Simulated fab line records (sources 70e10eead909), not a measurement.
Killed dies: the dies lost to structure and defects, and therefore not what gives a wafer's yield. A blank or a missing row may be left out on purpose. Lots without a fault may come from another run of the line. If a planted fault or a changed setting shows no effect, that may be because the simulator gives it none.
Which of the tools did it? / flow nand harc / 32 wafers from 11 lots sampled at 5 of the route's 1159 steps

== WHAT THE GAUGES READ, wafer by wafer ==
NHARC_END_SORT_01.
lot=L318; measured=day 21 09:49; on=prober-01; killed at array=676 673
lot=L317; measured=day 21 21:18; on=prober-02; killed at array=672 30 37

== WHICH TOOL RAN EACH LOT (tool, then ch and the chambers of the sampled wafers, then the start) ==
lot=L308; NHARC_A_STAIRCASE_TRIM_202=rie diel-10 ch 2,3, day 11 02:59 or earlier; NHARC_A_STAIRCASE_ETCH_221=rie diel-13 ch 2,3, day 11 02:59 or earlier; NHARC_A_STAIRCASE_ETCH_230=rie diel-13 ch 0,3, day 11 02:59; NHARC_A_STAIRCASE_ETCH_234=rie diel-13 ch 0,2, no start
lot=L307; NHARC_A_STAIRCASE_TRIM_202=rie diel-11 ch 0,1,3, day 11 04:31 or earlier; NHARC_A_STAIRCASE_ETCH_221=rie diel-13 ch 1,3, day 11 04:31 or earlier; NHARC_A_STAIRCASE_ETCH_230=rie diel-10 ch 1,2,3, day 11 04:31; NHARC_A_STAIRCASE_ETCH_234=rie diel-10 ch 1,2, no start
lot=L318; NHARC_A_STAIRCASE_TRIM_202=rie diel-11 ch 2,3, day 13 13:24 or earlier; NHARC_A_STAIRCASE_ETCH_221=rie diel-10 ch 2, day 13 13:24 or earlier; NHARC_A_STAIRCASE_ETCH_230=rie diel-11 ch 1,2, day 13 13:24; NHARC_A_STAIRCASE_ETCH_234=rie diel-11 ch 0,1, day 21 09:49 or earlier
lot=L317; NHARC_A_STAIRCASE_TRIM_202=rie diel-10 ch 0,2,3, day 13 15:42 or earlier; NHARC_A_STAIRCASE_ETCH_221=rie diel-10 ch 1,2,3, day 13 15:42 or earlier; NHARC_A_STAIRCASE_ETCH_230=rie diel-11 ch 0,2,3, day 13 15:42; NHARC_A_STAIRCASE_ETCH_234=rie diel-11 ch 1,2,3, day 21 21:18 or earlier
lot=L319; NHARC_A_STAIRCASE_TRIM_202=rie diel-13 ch 0,1,3, day 14 13:28 or earlier; NHARC_A_STAIRCASE_ETCH_221=rie diel-11 ch 1,2, day 14 13:28 or earlier; NHARC_A_STAIRCASE_ETCH_230=rie diel-13 ch 0,1,2, day 14 13:28; NHARC_A_STAIRCASE_ETCH_234=rie diel-13 ch 0,1,3, no start
lot=L320; NHARC_A_STAIRCASE_TRIM_202=rie diel-11 ch 0,1,3, day 14 16:39 or earlier; NHARC_A_STAIRCASE_ETCH_221=rie diel-11 ch 0,1,3, day 14 16:39 or earlier; NHARC_A_STAIRCASE_ETCH_230=rie diel-13 ch 0,3, day 14 16:39; NHARC_A_STAIRCASE_ETCH_234=rie diel-13 ch 1,3, no start
lot=L325; NHARC_A_STAIRCASE_TRIM_202=rie diel-10 ch 0,1,3, day 15 13:39 or earlier; NHARC_A_STAIRCASE_ETCH_221=rie diel-13 ch 0,1,3, day 15 13:39 or earlier; NHARC_A_STAIRCASE_ETCH_230=rie diel-13 ch 0,3, day 15 13:39; NHARC_A_STAIRCASE_ETCH_234=rie diel-13 ch 0,2, no start
lot=L327; NHARC_A_STAIRCASE_TRIM_202=rie diel-10 ch 1,2, day 16 18:23 or earlier; NHARC_A_STAIRCASE_ETCH_221=rie diel-11 ch 0,2,3, day 16 18:23 or earlier; NHARC_A_STAIRCASE_ETCH_230=rie diel-11 ch 0,1,2, day 16 18:23; NHARC_A_STAIRCASE_ETCH_234=rie diel-11 ch 0,1,3, no start
lot=L328; NHARC_A_STAIRCASE_TRIM_202=rie diel-11 ch 1,3, day 17 01:44 or earlier; NHARC_A_STAIRCASE_ETCH_221=rie diel-13 ch 1,3, day 17 01:44 or earlier; NHARC_A_STAIRCASE_ETCH_230=rie diel-11 ch 0,2,3, day 17 01:44; NHARC_A_STAIRCASE_ETCH_234=rie diel-11 ch 1,2,3, no start
lot=L329; NHARC_A_STAIRCASE_TRIM_202=rie diel-13 ch 0,1,3, day 17 02:19 or earlier; NHARC_A_STAIRCASE_ETCH_221=rie diel-11 ch 1,2,3, day 17 02:19 or earlier; NHARC_A_STAIRCASE_ETCH_230=rie diel-10 ch 1,2,3, day 17 02:19; NHARC_A_STAIRCASE_ETCH_234=rie diel-10 ch 0,1,2, no start
lot=L330; NHARC_A_STAIRCASE_TRIM_202=rie diel-10 ch 1,2, day 17 13:46 or earlier; NHARC_A_STAIRCASE_ETCH_221=rie diel-11 ch 1,3, day 17 13:46 or earlier; NHARC_A_STAIRCASE_ETCH_230=rie diel-11 ch 0,1,2, day 17 13:46; NHARC_A_STAIRCASE_ETCH_234=rie diel-11 ch 1,3, no start
- NHARC_A_STAIRCASE_TRIM_202: chemistry O2, time 211.2 s.
- NHARC_A_STAIRCASE_ETCH_221: etches the open film in C4F8/O2, target depth 100 nm, time 40.5 s.
- NHARC_A_STAIRCASE_ETCH_230: etches the open film in C4F8/O2, target depth 100 nm, time 40.5 s.
- NHARC_A_STAIRCASE_ETCH_234: etches the open film in C4F8/O2, target depth 100 nm, time 40.5 s.

== THE ANSWER, worked out from the rows above alone ==
Rule: the usual values come from the lots themselves. The widest of any qualifying gaps counts: lots, ordered by their means at a reading, are off when they make up no more than a third of the lots, leave a main group of 4 or more, and stand apart from it by 3 or more times the standard deviation of that group's means. A main group whose means are all the same, to the digits that the tables above print for the reading, isn't used. A lot without any number at a reading at which 4 lots or more have one is off too. The other lots that the step has rows for count as sound.
None of the lots is off at any reading shown; this tells nothing.

== WHAT THE SIMULATOR PUT IN ==
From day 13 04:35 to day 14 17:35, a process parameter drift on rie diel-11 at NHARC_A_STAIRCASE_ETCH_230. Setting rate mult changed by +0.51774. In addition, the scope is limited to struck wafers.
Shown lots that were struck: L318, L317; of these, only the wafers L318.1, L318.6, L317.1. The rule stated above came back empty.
